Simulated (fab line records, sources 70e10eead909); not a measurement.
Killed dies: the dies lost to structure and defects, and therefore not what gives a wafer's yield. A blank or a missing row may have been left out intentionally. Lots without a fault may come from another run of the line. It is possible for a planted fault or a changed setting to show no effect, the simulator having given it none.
Chamber matching + flow nand_harc + NHARC_A_BONDPAD_ETCH_24 on rie_diel-01 has 4 sister chambers
The step etches the open film in CF4/N2, target depth 30 nm, time 72.99 s. 14 wafers are shown with their chamber, then 6 later ones without.

EACH WAFER AND ITS CHAMBER
| wafer  | chamber | drypump_motor_current_A (A) | run_length_s (s) | oes_product_au (a.u.) |
|--------|---------|-----------------------------|------------------|-----------------------|
| L608.1 | 1       | 6.3                         | 94.7             | 1.009                 |
| L608.2 | 3       | 5.3                         | 93.7             | 1.003                 |
| L608.4 | 0       | 5.1                         | 94.4             | 1.010                 |
| L607.3 | 3       | 5.3                         | 94.3             | 0.992                 |
| L607.4 | 1       | 6.4                         | 95.0             | 0.998                 |
| L607.6 | 3       | 5.3                         | 94.5             | 0.999                 |
| L606.2 | 1       | 6.3                         | 94.6             | 1.017                 |
| L606.5 | 1       | 6.3                         | 94.6             | 1.005                 |
| L606.6 | 0       | 5.1                         | 94.4             | 1.007                 |
| L611.1 | 3       | 5.3                         | 93.9             | 1.002                 |
| L611.2 | 2       | 5.2                         | 94.9             | 1.009                 |
| L611.4 | 1       | 6.4                         | 94.7             | 1.009                 |
| L613.3 | 2       | 5.2                         | 94.8             | 1.009                 |
| L613.4 | 1       | 6.3                         | 95.0             | 1.000                 |

SIGNATURES, as means of the wafers listed above
| reading                 | chamber 0 | chamber 1 | chamber 2 | chamber 3 | scatter within a chamber |
|-------------------------|-----------|-----------|-----------|-----------|--------------------------|
| drypump_motor_current_A | 5.100     | 6.333     | 5.200     | 5.300     | 0.0365                   |
| run_length_s            | 94.400    | 94.767    | 94.850    | 94.100    | 0.24                     |
| oes_product_au          | 1.00850   | 1.00633   | 1.00900   | 0.99900   | 0.00564                  |
Rule: distance of a wafer from a chamber = root of the sum over the readings of ((wafer's reading minus chamber's mean) / reading's scatter) squared. The wafer belongs to the nearest chamber; if the next one is less than 2 further off, it can't be placed. The scatter is the square root of a quotient: the sum, over the shown wafers, of each reading's squared deviation from its chamber's mean, divided by wafers minus chambers.

WAFERS MISSING THEIR CHAMBER
| wafer  | drypump_motor_current_A (A) | run_length_s (s) | oes_product_au (a.u.) |
|--------|-----------------------------|------------------|-----------------------|
| L613.6 | 6.3                         | 94.7             | 1.000                 |
| L614.1 | 5.1                         | 94.4             | 1.007                 |
| L614.2 | 5.3                         | 94.3             | 0.990                 |
| L614.3 | 6.3                         | 95.4             | 1.000                 |
| L619.3 | 6.3                         | 94.7             | 0.984                 |
| L619.5 | 5.2                         | 94.5             | 0.988                 |

EACH ONE'S CHAMBER
| wafer  | from the rows above          | in truth |
|--------|------------------------------|----------|
| L613.6 | 1                            | 1        |
| L614.1 | 0                            | 0        |
| L614.2 | 3                            | 3        |
| L614.3 | 1                            | 1        |
| L619.3 | 1                            | 1        |
| L619.5 | can't be placed: 3 or 2 or 0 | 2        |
Placed correctly: 5 of 6. These rows do not allow placing 1 (true chamber among the candidates in 1). Wrongly placed: 0.
